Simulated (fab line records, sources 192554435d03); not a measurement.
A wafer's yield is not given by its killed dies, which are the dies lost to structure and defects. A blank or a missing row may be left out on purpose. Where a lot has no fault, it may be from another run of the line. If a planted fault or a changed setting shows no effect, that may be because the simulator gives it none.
Which of the tools did it? :: flow n5 finfet :: 24 lots with 72 wafers sampled at 3 steps, on a route of 1938 steps

WHAT THE GAUGES SHOWED, per wafer
N5_BEOL_M7_CD_MEAS_18: pitch 80 nm, target cd 40 nm.
lot: L074
measured: day 8 19:53
on: cd sem-01
cd nm (nm): 40.1 39.3 39.4

lot: L077
measured: day 9 15:22
on: cd sem-01
cd nm (nm): 39.2 38.5 39.5

lot: L076
measured: day 9 17:44
on: cd sem-01
cd nm (nm): 39.5 39.8 40.4

lot: L075
measured: day 10 04:24
on: cd sem-01
cd nm (nm): 39.6 39.4 39.1

lot: L078
measured: day 10 08:08
on: cd sem-02
cd nm (nm): 40.2 40.3 40.6

lot: L080
measured: day 11 09:13
on: cd sem-02
cd nm (nm): 40.3 41.8 40.2

lot: L079
measured: day 11 09:31
on: cd sem-02
cd nm (nm): 39.6 38.9 39.3

lot: L082
measured: day 11 09:28
on: cd sem-03
cd nm (nm): 40.0 40.5 40.3

lot: L081
measured: day 11 15:36
on: cd sem-02
cd nm (nm): 40.8 40.9 40.4

lot: L083
measured: day 11 15:37
on: cd sem-03
cd nm (nm): 40.1 40.0 39.8

lot: L085
measured: day 12 12:59
on: cd sem-01
cd nm (nm): 40.3 40.6 39.8

lot: L084
measured: day 12 16:08
on: cd sem-01
cd nm (nm): 39.8 39.1 39.2

lot: L087
measured: day 12 20:40
on: cd sem-03
cd nm (nm): 39.7 40.0 39.7

lot: L088
measured: day 12 20:54
on: cd sem-03
cd nm (nm): 39.1 39.1 38.8

lot: L086
measured: day 13 00:13
on: cd sem-02
cd nm (nm): 39.7 39.4 39.6

lot: L089
measured: day 13 00:23
on: cd sem-01
cd nm (nm): 40.1 40.8 39.8

lot: L090
measured: day 13 10:35
on: cd sem-01
cd nm (nm): 39.5 39.8 39.3

lot: L091
measured: day 13 18:14
on: cd sem-03
cd nm (nm): 39.3 39.3 39.5

lot: L092
measured: day 14 05:05
on: cd sem-03
cd nm (nm): 39.2 39.2 39.9

lot: L093
measured: day 14 08:50
on: cd sem-02
cd nm (nm): 40.0 40.6 39.8

lot: L095
measured: day 15 08:26
on: cd sem-01
cd nm (nm): 40.0 39.7 39.4

lot: L094
measured: day 15 09:43
on: cd sem-03
cd nm (nm): 40.2 40.1 39.5

lot: L096
measured: day 15 12:25
on: cd sem-01
cd nm (nm): 40.0 41.3 40.3

lot: L097
measured: day 16 08:50
on: cd sem-02
cd nm (nm): 40.9 40.7 41.0

N5_BEOL_M7_OVL_MEAS_29.
lot: L074
measured: day 8 21:05
on: overlay-01
V6_OVL (nm): 0.6 0.1 -0.2

lot: L077
measured: day 9 16:26
on: overlay-01
V6_OVL (nm): -1.3 -1.7 -1.6

lot: L076
measured: day 9 18:06
on: overlay-01
V6_OVL (nm): 0.1 0.1 0.5

lot: L075
measured: day 10 04:46
on: overlay-02
V6_OVL (nm): 1.5 0.6 0.7

lot: L078
measured: day 10 09:47
on: overlay-01
V6_OVL (nm): 0.0 -0.8 -0.5

lot: L080
measured: day 11 10:07
on: overlay-01
V6_OVL (nm): 0.5 -0.1 0.9

lot: L079
measured: day 11 10:27
on: overlay-01
V6_OVL (nm): -0.5 -0.4 -0.7

lot: L082
measured: day 11 10:17
on: overlay-01
V6_OVL (nm): -0.4 -0.4 0.0

lot: L081
measured: day 11 16:59
on: overlay-01
V6_OVL (nm): 0.0 -1.2 0.6

lot: L083
measured: day 11 17:04
on: overlay-02
V6_OVL (nm): -0.6 -0.9 -1.3

lot: L085
measured: day 12 14:35
on: overlay-02
V6_OVL (nm): -0.2 -0.8 0.4

lot: L084
measured: day 12 16:39
on: overlay-02
V6_OVL (nm): 0.0 0.3 -0.2

lot: L087
measured: day 12 22:07
on: overlay-01
V6_OVL (nm): 0.7 0.4 0.7

lot: L088
measured: day 12 22:21
on: overlay-02
V6_OVL (nm): -0.3 -0.5 0.1

lot: L086
measured: day 13 04:30
on: overlay-02
V6_OVL (nm): 0.4 0.4 -0.1

lot: L089
measured: day 13 04:33
on: overlay-01
V6_OVL (nm): -0.1 1.1 -0.1

lot: L090
measured: day 13 11:22
on: overlay-01
V6_OVL (nm): 0.4 -0.1 0.1

lot: L091
measured: day 13 18:35
on: overlay-02
V6_OVL (nm): 0.2 1.2 1.4

lot: L092
measured: day 14 06:49
on: overlay-01
V6_OVL (nm): -1.0 -1.4 -0.2

lot: L093
measured: day 14 11:45
on: overlay-01
V6_OVL (nm): -0.9 -0.4 -0.7

lot: L095
measured: day 15 10:52
on: overlay-02
V6_OVL (nm): -0.1 -1.3 -0.6

lot: L094
measured: day 15 10:55
on: overlay-01
V6_OVL (nm): -0.1 -0.4 -0.7

lot: L096
measured: day 15 13:01
on: overlay-02
V6_OVL (nm): -1.6 -1.5 -0.4

lot: L097
measured: day 16 09:53
on: overlay-02
V6_OVL (nm): -0.1 0.1 -0.4

EACH LOT AND THE TOOL THAT RAN IT (in order: tool; ch and the chambers of the sampled wafers; start)
lot: L074
N5_BEOL_M7_ETCH_62: rie diel-03 ch 1,2,3, day 8 19:09

lot: L077
N5_BEOL_M7_ETCH_62: rie diel-05 ch 1,2,3, day 9 15:00

lot: L076
N5_BEOL_M7_ETCH_62: rie diel-03 ch 0,2, day 9 17:21

lot: L075
N5_BEOL_M7_ETCH_62: rie diel-04 ch 0,3, day 10 04:01

lot: L078
N5_BEOL_M7_ETCH_62: rie diel-05 ch 0,2,3, day 10 07:46

lot: L080
N5_BEOL_M7_ETCH_62: rie diel-03 ch 0,2,3, day 11 08:44

lot: L079
N5_BEOL_M7_ETCH_62: rie diel-03 ch 0,1,2, day 11 08:59

lot: L082
N5_BEOL_M7_ETCH_62: rie diel-05 ch 0,2, day 11 09:02

lot: L081
N5_BEOL_M7_ETCH_62: rie diel-04 ch 2,3, day 11 14:58

lot: L083
N5_BEOL_M7_ETCH_62: rie diel-03 ch 0,2, day 11 15:07

lot: L085
N5_BEOL_M7_ETCH_62: rie diel-04 ch 0,1,2, day 12 12:37

lot: L084
N5_BEOL_M7_ETCH_62: rie diel-03 ch 1,2, day 12 15:41

lot: L087
N5_BEOL_M7_ETCH_62: rie diel-04 ch 0,1,3, day 12 20:17

lot: L088
N5_BEOL_M7_ETCH_62: rie diel-05 ch 1,2,3, day 12 20:32

lot: L086
N5_BEOL_M7_ETCH_62: rie diel-04 ch 0,2,3, day 12 23:45

lot: L089
N5_BEOL_M7_ETCH_62: rie diel-04 ch 2,3, day 13 00:01

lot: L090
N5_BEOL_M7_ETCH_62: rie diel-05 ch 0,1, day 13 10:12

lot: L091
N5_BEOL_M7_ETCH_62: rie diel-05 ch 0,1, day 13 17:52

lot: L092
N5_BEOL_M7_ETCH_62: rie diel-03 ch 0,1,3, day 14 04:43

lot: L093
N5_BEOL_M7_ETCH_62: rie diel-05 ch 1,2,3, day 14 08:22

lot: L095
N5_BEOL_M7_ETCH_62: rie diel-05 ch 1,2, day 15 08:02

lot: L094
N5_BEOL_M7_ETCH_62: rie diel-03 ch 0,2, day 15 09:20

lot: L096
N5_BEOL_M7_ETCH_62: rie diel-04 ch 0,1, day 15 12:04

lot: L097
N5_BEOL_M7_ETCH_62: rie diel-05 ch 0,2, day 16 08:28
- N5_BEOL_M7_ETCH_62: etches SOC in N2/H2, target depth 110 nm, overetch 22 nm, time 165 s.

AS READ BY THE TOOLS THEMSELVES (means over the sampled wafers that have a number; for cases with no such wafer, the mark the record gives instead)
N5_BEOL_M7_ETCH_62.
lot: L074
tool: rie diel-03
drypump motor current A (A): 6.1
oes product au (a.u.): 0.68
rf vpp V (V): 524.9
showerhead plenum p Torr (Torr): 2.54
throttle valve pct (%): 17.90

lot: L077
tool: rie diel-05
drypump motor current A (A): 5.6
oes product au (a.u.): 0.74
rf vpp V (V): 526.6
showerhead plenum p Torr (Torr): 2.61
throttle valve pct (%): 17.72

lot: L076
tool: rie diel-03
drypump motor current A (A): 5.7
oes product au (a.u.): 0.60
rf vpp V (V): 524.3
showerhead plenum p Torr (Torr): 2.55
throttle valve pct (%): 17.97

lot: L075
tool: rie diel-04
drypump motor current A (A): 5.2
oes product au (a.u.): 0.62
rf vpp V (V): 524.7
showerhead plenum p Torr (Torr): 2.58
throttle valve pct (%): 17.74

lot: L078
tool: rie diel-05
drypump motor current A (A): 5.7
oes product au (a.u.): 0.73
rf vpp V (V): 526.3
showerhead plenum p Torr (Torr): 2.61
throttle valve pct (%): 17.65

lot: L080
tool: rie diel-03
drypump motor current A (A): 5.8
oes product au (a.u.): 0.74
rf vpp V (V): 523.2
showerhead plenum p Torr (Torr): 2.50
throttle valve pct (%): 17.78

lot: L079
tool: rie diel-03
drypump motor current A (A): 5.7
oes product au (a.u.): 0.68
rf vpp V (V): 523.4
showerhead plenum p Torr (Torr): 2.52
throttle valve pct (%): 17.88

lot: L082
tool: rie diel-05
drypump motor current A (A): 5.3
oes product au (a.u.): 0.74
rf vpp V (V): 528.7
showerhead plenum p Torr (Torr): 2.69
throttle valve pct (%): 17.81

lot: L081
tool: rie diel-04
drypump motor current A (A): 5.0
oes product au (a.u.): 0.62
rf vpp V (V): 523.9
showerhead plenum p Torr (Torr): 2.55
throttle valve pct (%): 17.91

lot: L083
tool: rie diel-03
drypump motor current A (A): 5.3
oes product au (a.u.): 0.68
rf vpp V (V): 522.0
showerhead plenum p Torr (Torr): 2.49
throttle valve pct (%): 17.90

lot: L085
tool: rie diel-04
drypump motor current A (A): 5.1
oes product au (a.u.): 0.61
rf vpp V (V): 522.8
showerhead plenum p Torr (Torr): 2.52
throttle valve pct (%): 17.91

lot: L084
tool: rie diel-03
drypump motor current A (A): 6.1
oes product au (a.u.): 0.65
rf vpp V (V): 524.3
showerhead plenum p Torr (Torr): 2.54
throttle valve pct (%): 17.85

lot: L087
tool: rie diel-04
drypump motor current A (A): 5.0
oes product au (a.u.): 0.61
rf vpp V (V): 525.4
showerhead plenum p Torr (Torr): 2.60
throttle valve pct (%): 17.97

lot: L088
tool: rie diel-05
drypump motor current A (A): 5.6
oes product au (a.u.): 0.71
rf vpp V (V): 526.3
showerhead plenum p Torr (Torr): 2.60
throttle valve pct (%): 17.74

lot: L086
tool: rie diel-04
drypump motor current A (A): 5.1
oes product au (a.u.): 0.60
rf vpp V (V): 523.6
showerhead plenum p Torr (Torr): 2.52
throttle valve pct (%): 17.82

lot: L089
tool: rie diel-04
drypump motor current A (A): 5.0
oes product au (a.u.): 0.60
rf vpp V (V): 521.8
showerhead plenum p Torr (Torr): 2.47
throttle valve pct (%): 17.87

lot: L090
tool: rie diel-05
drypump motor current A (A): 5.7
oes product au (a.u.): 0.68
rf vpp V (V): 528.0
showerhead plenum p Torr (Torr): 2.67
throttle valve pct (%): 17.84

lot: L091
tool: rie diel-05
drypump motor current A (A): 5.7
oes product au (a.u.): 0.67
rf vpp V (V): 527.1
showerhead plenum p Torr (Torr): 2.68
throttle valve pct (%): 17.80

lot: L092
tool: rie diel-03
drypump motor current A (A): 5.7
oes product au (a.u.): 0.65
rf vpp V (V): 521.3
showerhead plenum p Torr (Torr): 2.47
throttle valve pct (%): 18.05

lot: L093
tool: rie diel-05
drypump motor current A (A): 5.6
oes product au (a.u.): 0.70
rf vpp V (V): 525.3
showerhead plenum p Torr (Torr): 2.60
throttle valve pct (%): 17.76

lot: L095
tool: rie diel-05
drypump motor current A (A): 5.2
oes product au (a.u.): 0.71
rf vpp V (V): 527.4
showerhead plenum p Torr (Torr): 2.68
throttle valve pct (%): 17.89

lot: L094
tool: rie diel-03
drypump motor current A (A): 5.7
oes product au (a.u.): 0.70
rf vpp V (V): 523.8
showerhead plenum p Torr (Torr): 2.53
throttle valve pct (%): 17.70

lot: L096
tool: rie diel-04
drypump motor current A (A): 5.2
oes product au (a.u.): 0.60
rf vpp V (V): 524.6
showerhead plenum p Torr (Torr): 2.56
throttle valve pct (%): 17.90

lot: L097
tool: rie diel-05
drypump motor current A (A): 5.3
oes product au (a.u.): 0.70
rf vpp V (V): 527.0
showerhead plenum p Torr (Torr): 2.67
throttle valve pct (%): 17.86

THE ANSWER, worked out from the rows above alone
Rule: usual is defined by the lots themselves. The widest of any qualifying gaps counts: lots, ordered by their means at a reading, are off when they make up no more than a third of the lots, leave a main group of 4 or more, and stand apart from it by 3 or more times the standard deviation of that group's means. A main group is skipped when, at the precision printed for the reading in the tables above, its means are all equal. Also off: a lot with no number at a reading for which 4 or more lots have one. Any other lot the step has rows for is counted as sound. After the gauges, taken in route order, come the tools' own readings; for these a lot's mean is taken, as printed above. At the first step where some lot is off, the reading lying furthest off is the one used; lots without a number count as furthest.
No lot is off on any of the readings shown, so nothing can be concluded from this.

WHAT THE SIMULATOR HAD PUT IN
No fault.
